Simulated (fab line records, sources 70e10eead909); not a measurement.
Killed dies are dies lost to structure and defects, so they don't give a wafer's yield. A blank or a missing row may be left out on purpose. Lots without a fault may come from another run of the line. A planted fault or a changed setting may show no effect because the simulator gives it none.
Chamber matching | flow nand_harc | NHARC_P_BONDPAD_CMP_19 on cmp-02: 4 sister chambers
The step polishes, t overpolish 30 s, cu recess touch 16 s, target thk 160.81 nm. 8 wafers are shown with their chamber, then 7 later ones without.

WAFERS WITH THEIR CHAMBER
wafer  | chamber | motor_current_A (A) | slurry_flow_ml_min
L079.2 | 1       | 10.5                | 150.4
L080.6 | 0       | 14.0                | 149.1
L082.5 | 2       | 11.5                | 150.2
L085.2 | 0       | 13.3                | 149.9
L085.4 | 3       | 12.4                | 150.5
L085.6 | 3       | 12.3                | 150.9
L088.1 | 2       | 11.0                | 150.0
L088.3 | 1       | 10.8                | 150.3

WAFERS WITHOUT THEIR CHAMBER
wafer  | motor_current_A (A) | slurry_flow_ml_min
L088.6 | 13.1                | 149.3
L093.1 | 11.7                | 149.7
L093.3 | 10.2                | 149.9
L093.4 | 12.3                | 150.4
L097.1 | 12.8                | 150.1
L097.2 | 10.1                | 150.0
L097.4 | 13.4                | 150.7

WHICH CHAMBER EACH WENT THROUGH
wafer  | from the rows above          | in truth
L088.6 | 0                            | 0
L093.1 | can't be placed: 2 or 3 or 1 | 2
L093.3 | can't be placed: 1 or 2      | 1
L093.4 | 3                            | 3
L097.1 | can't be placed: 3 or 0      | 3
L097.2 | can't be placed: 1 or 2      | 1
L097.4 | can't be placed: 3 or 0      | 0
Placed correctly: 2 of 7. Can't be placed from these rows: 5 (the true chamber is among the candidates in 5). Placed wrongly: 0.
How it was worked out, from the rows above alone: a wafer's distance from a chamber is the root of the sum, over the readings, of the square of ((its reading less the chamber's mean) divided by the reading's scatter). The wafer belongs to the nearest chamber; if the next one is less than 2 further off, it can't be placed. A chamber's mean is the mean of its shown wafers. The scatter: the root of (the sum of the squares of (reading less its chamber's mean) over the shown wafers, divided by (wafers less chambers)).
